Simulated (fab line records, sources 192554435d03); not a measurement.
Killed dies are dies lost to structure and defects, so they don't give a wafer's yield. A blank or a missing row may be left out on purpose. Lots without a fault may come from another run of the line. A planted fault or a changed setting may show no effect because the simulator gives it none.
Split-lot experiment | flow n5_finfet | 7 lots, 39 wafers read, on a route of 1938 steps

THE SPLIT
At N5_PMOS_HMC_CHANNEL_EPI_HM_DEP_34 (deposits SiO2 from TEOS/O2, target thk 36 nm, time 6.9 s), the setting target_thk_a was moved away from the recipe's 360 angstrom on 6 of the 39 wafers read, by +46.3% to +50.9%. The other wafers ran this setting at the recipe's value.

The reading is taken at the split's own step.

THE READING
SiO2_of_PMOS_HMC_CHANNEL_EPI_HM_DEP_34.thk_nm (the simulator's own value, which no gauge read), in nm, at N5_PMOS_HMC_CHANNEL_EPI_HM_DEP_34 (deposits SiO2 from TEOS/O2, target thk 36 nm, time 6.9 s). The file gives no usual value for it. The 33 wafers here that ran the recipe average 35.98 nm, standard deviation 0.44 nm.

wafer  | tool, chamber at the split | target_thk_a as run, angstrom | against the recipe | SiO2_of_PMOS_HMC_CHANNEL_EPI_HM_DEP_34.thk_nm, nm | against lot-mates on the recipe
L080.1 | pecvd-03, 2                | 360                           | recipe             | 35.93                                             | -
L080.3 | pecvd-03, 0                | 360                           | recipe             | 35.91                                             | -
L080.4 | pecvd-03, 1                | 360                           | recipe             | 36.02                                             | -
L086.1 | pecvd-04, 0                | 360                           | recipe             | 36.06                                             | -
L086.2 | pecvd-04, 1                | 360                           | recipe             | 36.01                                             | -
L086.3 | pecvd-04, 2                | 360                           | recipe             | 35.92                                             | -
L086.4 | pecvd-04, 2                | 360                           | recipe             | 36.1                                              | -
L086.5 | pecvd-04, 1                | 360                           | recipe             | 35.73                                             | -
L086.6 | pecvd-04, 0                | 360                           | recipe             | 36.58                                             | -
L087.1 | pecvd-03, 1                | 360                           | recipe             | 34.82                                             | -
L087.2 | pecvd-03, 2                | 360                           | recipe             | 35.74                                             | -
L087.3 | pecvd-03, 0                | 360                           | recipe             | 35.51                                             | -
L087.4 | pecvd-03, 0                | 360                           | recipe             | 36.34                                             | -
L087.5 | pecvd-03, 2                | 360                           | recipe             | 35.95                                             | -
L087.6 | pecvd-03, 1                | 360                           | recipe             | 35.49                                             | -
L088.1 | pecvd-03, 2                | 360                           | recipe             | 36.16                                             | -
L088.2 | pecvd-03, 0                | 360                           | recipe             | 36.37                                             | -
L088.3 | pecvd-03, 1                | 360                           | recipe             | 35.69                                             | -
L088.4 | pecvd-03, 0                | 360                           | recipe             | 36.63                                             | -
L088.5 | pecvd-03, 2                | 360                           | recipe             | 36.73                                             | -
L088.6 | pecvd-03, 1                | 360                           | recipe             | 36.17                                             | -
L093.1 | pecvd-02, 2                | 360                           | recipe             | 35.65                                             | -
L093.2 | pecvd-02, 1                | 360                           | recipe             | 35.86                                             | -
L093.3 | pecvd-02, 1                | 360                           | recipe             | 36.05                                             | -
L093.4 | pecvd-02, 2                | 360                           | recipe             | 35.88                                             | -
L093.5 | pecvd-02, 1                | 360                           | recipe             | 36.23                                             | -
L093.6 | pecvd-02, 2                | 360                           | recipe             | 35.91                                             | -
L094.1 | pecvd-03, 2                | 543.4                         | +50.9%             | 54.45                                             | +18.03
L094.2 | pecvd-03, 1                | 360                           | recipe             | 35.56                                             | -
L094.3 | pecvd-03, 0                | 543.4                         | +50.9%             | 54.24                                             | +17.82
L094.4 | pecvd-03, 1                | 543.4                         | +50.9%             | 55.22                                             | +18.80
L094.5 | pecvd-03, 0                | 360                           | recipe             | 36.8                                              | -
L094.6 | pecvd-03, 2                | 360                           | recipe             | 36.89                                             | -
L095.1 | pecvd-04, 1                | 360                           | recipe             | 35.13                                             | -
L095.2 | pecvd-04, 2                | 526.7                         | +46.3%             | 52.1                                              | +16.53
L095.3 | pecvd-04, 0                | 526.7                         | +46.3%             | 52.32                                             | +16.75
L095.4 | pecvd-04, 2                | 526.7                         | +46.3%             | 53.18                                             | +17.61
L095.5 | pecvd-04, 1                | 360                           | recipe             | 35.58                                             | -
L095.6 | pecvd-04, 0                | 360                           | recipe             | 35.99                                             | -

THE FIT
A straight line over all 39 wafers: SiO2_of_PMOS_HMC_CHANNEL_EPI_HM_DEP_34.thk_nm changes by +0.362 nm for each +1% of target_thk_a; r = +1.00; the points scatter about the line by 0.46 nm.
The same after taking each lot's own level away (the mean of its wafers on the recipe; 39 wafers): +0.362 nm for each +1%; r = +1.00; scatter 0.39 nm.
On that fit, the largest move of target_thk_a shifts the reading by 18 nm.
The lots' own levels span 35.567 to 36.417 nm, that is 1.9 times the standard deviation above.
So the lot-to-lot level changes the slope little: the two slopes agree.
Check: with one of the wafers moved furthest among these (+50.9%) left out of the fit, the line predicts +18.5 nm for it against its lot-mates. It came out at +18 nm against them.

THE FILE'S OWN FIT
SiO2_of_PMOS_HMC_CHANNEL_EPI_HM_DEP_34.thk_nm changes by +0.362 nm for each +1% of target_thk_a, r = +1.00.
